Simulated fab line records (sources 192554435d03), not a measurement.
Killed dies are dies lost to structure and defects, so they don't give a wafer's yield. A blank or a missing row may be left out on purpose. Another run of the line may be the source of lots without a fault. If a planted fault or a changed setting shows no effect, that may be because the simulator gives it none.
What tool caused it? | flow n5_finfet | Sampling: 10 lots, 30 wafers, 3 of 1938 route steps

## WHAT EACH GAUGE READ, for each wafer
N5_WELL_APT_INSPECT_38: inspects for defects (darkfield).
lot  | measured    | on                | raw_defect_count
L768 | day 1 22:43 | defect_inspect-01 | 16 11 32
L769 | day 2 04:45 | defect_inspect-01 | 20 10 15
L771 | day 2 16:33 | defect_inspect-01 | 14 17 17
L777 | day 4 04:36 | defect_inspect-01 | 306 325 356
L779 | day 4 17:02 | defect_inspect-02 | 304 328 312
L782 | day 5 10:44 | defect_inspect-01 | 8 18 14
L784 | day 5 22:56 | defect_inspect-02 | 8 9 12
L788 | day 6 23:59 | defect_inspect-01 | 25 11 14
L789 | day 7 04:27 | defect_inspect-01 | 20 20 7
L790 | day 7 10:37 | defect_inspect-01 | 10 17 23

## WHAT TOOL EACH LOT RAN ON (gives the tool, then ch and the chambers of the sampled wafers, and finally the start)
lot  | N5_ZERO_LAYER_ETCH_18           | N5_WELL_APT_PRECLEAN_36
L768 | rie_si-02 ch 0,1,3, day 1 18:55 | wet_bench-03 ch 0,1,7, day 1 22:01
L769 | rie_si-02 ch 2,3, day 2 00:58   | wet_bench-04 ch 0,4,5, day 2 04:02
L771 | rie_si-05 ch 1,2,3, day 2 12:47 | wet_bench-03 ch 0,2,4, day 2 15:50
L777 | rie_si-03 ch 1,3, day 4 00:56   | wet_bench-03 ch 5,6,7, day 4 03:53
L779 | rie_si-02 ch 0,2,3, day 4 12:47 | wet_bench-03 ch 1,2,7, day 4 16:19
L782 | rie_si-03 ch 0,2,3, day 5 06:47 | wet_bench-06 ch 3,5,7, day 5 09:49
L784 | rie_si-02 ch 0,2, day 5 18:47   | wet_bench-04 ch 0,3,5, day 5 22:00
L788 | rie_si-05 ch 0,1,3, day 6 20:08 | wet_bench-04 ch 2,3,7, day 6 23:16
L789 | rie_si-02 ch 1,2, day 7 00:50   | wet_bench-06 ch 2,5,7, day 7 03:44
L790 | rie_si-03 ch 1,2, day 7 06:49   | wet_bench-04 ch 0,1,2, day 7 09:53
- N5_ZERO_LAYER_ETCH_18: etches Si in HBr/Cl2, target depth 120 nm, time 40 s.
- N5_WELL_APT_PRECLEAN_36: cleans in O3/DIW, time 45 s.

## THE ANSWER, worked out from the rows above alone
Rule: the usual values come from the lots themselves. Put in order of their means at a reading, lots are off if they are a third of the lots or fewer, leave a main group of 4 or more, and stand apart from it by a gap of 3 or more times the standard deviation of the main group's means; of several such gaps the widest counts. If all means in a main group match to the digits the tables above print for the reading, that group is not used. Also off: a lot with no number at a reading for which 4 or more lots have one. The other lots that the step has rows for count as sound.
Off at N5_WELL_APT_INSPECT_38 (raw_defect_count): L777, L779. For the main group the mean is 15 and the standard deviation 2.7.
If a tool, at a process step before that reading, ran all the lots that are off and no sound lot after the first of them, it fits. Those tools and the gauges at N5_WELL_APT_INSPECT_38 are tried in the same way. One fits: N5_WELL_APT_PRECLEAN_36 on wet_bench-03. A fault onset in the window from L771 (day 2 15:50, its last sound lot) to L777 (day 4 03:53, its first lot off) fits.

## WHAT THE SIMULATOR HAD PUT IN
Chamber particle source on wet_bench-03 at N5_WELL_APT_PRECLEAN_36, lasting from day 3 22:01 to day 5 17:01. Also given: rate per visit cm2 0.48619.
Shown lots that were struck: L777, L779. The rule given above showed the same thing.
